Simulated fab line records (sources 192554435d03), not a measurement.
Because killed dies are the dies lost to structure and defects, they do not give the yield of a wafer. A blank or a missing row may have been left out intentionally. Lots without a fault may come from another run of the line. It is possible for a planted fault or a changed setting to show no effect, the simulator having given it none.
A struck lot beside a sound one | flow n5 finfet | 19 out of 1938 route steps
Sound: wafers L968.1, L968.5. Struck: wafers L966.4, L966.5, L966.6. The cause is named last.
Order at every step that has rows: each side's tool, ch and its chambers, its first start. Under that, the readings that differ: sound wafers | struck wafers | difference of the means | sigmas: that difference in standard deviations of wafers without a fault.
alike: readings with means less than 2 such deviations apart, plus words and numbers identical on both sides. not compared: withheld readings, readings lacking a value on some wafer, bounds such as >300 that could conceal the same value, and numbers that have no deviation in the record and whose values overlap.
The two part at a step that has a row with sigmas, a row that says differs or no value, or rows on one side only. Numbers that have no deviation but don't overlap get no sigmas and don't part them. Lack of a reading on every wafer of one side parts them only where that side has two or more wafers.

N5_BEOL_M5_RS_MEAS_57: a four-point-probe measurement.
  sound on film metro-01, day 12 06:21; struck on film metro-02, day 11 11:27
  alike: M5_RS
N5_BEOL_M5_INSPECT_58: inspects for defects (darkfield).
  sound on defect inspect-02, day 12 06:23; struck on defect inspect-01, day 11 11:29
  alike: raw defect count
N5_BEOL_M6_ILD_DEP_00: deposits SiCOH lowk from DEMS/porogen, target thk 179.75 nm, time 33.4 s.
  sound on pecvd-01 ch 0,2, day 12 06:25; struck on pecvd-01 ch 0,1,2, day 11 11:32
  alike: heater power w, showerhead plenum p Torr, throttle valve pct
  not compared: since wet clean h
N5_BEOL_M6_CURE_74: cures SiCOH lowk, time 240 s.
  sound on uv cure-03 ch 0, day 12 06:30; struck on uv cure-01 ch 0, day 11 11:49
  alike: lamp power pct, wafer_temp_C_max
N5_BEOL_M6_THK_MEAS_01:
  sound on film metro-02, day 12 07:01; struck on film metro-01, day 11 12:05
  alike: M6_ILD_THK
N5_BEOL_M6_PECVD_70: deposits SiO2 from TEOS/O2, target thk 20 nm, time 22.7 s.
  sound on pecvd-04 ch 2, day 12 07:03; struck on pecvd-01 ch 0,1,2, day 11 12:08
  reading                         | sound     | struck         | difference | sigmas
  heater power w (W)              | 951 935   | 705 611 680    | -278       | -2
  showerhead plenum p Torr (Torr) | 8.97 8.98 | 8.88 8.78 8.79 | -0.16      | -2
  alike: throttle valve pct
  not compared: since wet clean h
N5_BEOL_M6_HM_DEP_02: deposits TiN, target thk 20 nm.
  sound on pvd sputter-02, day 12 07:18; struck on pvd sputter-01, day 11 13:01
  alike: chamber pressure pa, throttle valve pct
then, 5 steps without rows for these wafers: N5_BEOL_M6_COAT_59 (time 60 s, resist thk 100 nm); N5_BEOL_M6_COAT_60 (time 60 s, resist thk 35 nm); N5_BEOL_M6_COAT_05 (resist thk 90 nm); N5_BEOL_M6_EBR_07; N5_BEOL_M6_SOFTBAKE_06 (time 60 s).
N5_BEOL_M6_EXPOSE_08: exposes mask M6.
  sound on arfi scanner-01 ch 0, day 12 07:33; struck on arfi scanner-03 ch 0, day 11 13:25
  reading                         | sound   | struck   | difference | sigmas
  model.BEOL_M6.overlay x nm (nm) | 0.2 0.2 | 13 13 13 | +13        |
  alike: mask
then, 2 steps without rows for these wafers: N5_BEOL_M6_PEB_09 (peb time 60 s); N5_BEOL_M6_DEVELOP_10 (develop time 30 s).
N5_BEOL_M6_CD_MEAS_11: the cd target is 38.5 nm.
  sound on cd sem-02 ch 0, day 12 07:41; struck on cd sem-03 ch 0, day 11 13:32
  alike: cd nm
N5_BEOL_M6_OVL_MEAS_12:
  sound on overlay-02 ch 0, day 12 07:43; struck on overlay-02 ch 0, day 11 13:34
  reading     | sound   | struck         | difference | sigmas
  M6_OVL (nm) | 1.3 1.5 | 11.5 12.8 12.1 | +10.7      | +17
N5_BEOL_M6_INSPECT_13: inspects for defects (brightfield).
  sound on defect inspect-01, day 12 07:44; struck on defect inspect-01, day 11 13:35
  alike: raw defect count
-- record jumps: 4 days separate the struck wafers' starts on either side; left off in module BEOL_M6, taken up again in module PASSIVATION, whose first shown step is the route's number 1936 --
N5_PASSIVATION_PROBE_49:
  sound on prober-01, day 15 21:25; struck on prober-02, day 15 06:05
  alike: defect limited yield, killed_at_M0_to_M3, killed_at_M4_up, killed at contacts, killed at front end, killed at other, killed dies, killed open, killed short, sort_bin_4_leakage, sort_bin_5_function, sort_bin_6_memory, sort_bin_8_speed, sort n pass, sort yield pct

## WHERE THEY PART
At N5_BEOL_M6_PECVD_70 first; at N5_BEOL_M6_OVL_MEAS_12 last (within this record only). Later steps at which nothing parts them and some readings are alike: N5_BEOL_M6_INSPECT_13, N5_PASSIVATION_PROBE_49.

WHY: what the simulator had put in
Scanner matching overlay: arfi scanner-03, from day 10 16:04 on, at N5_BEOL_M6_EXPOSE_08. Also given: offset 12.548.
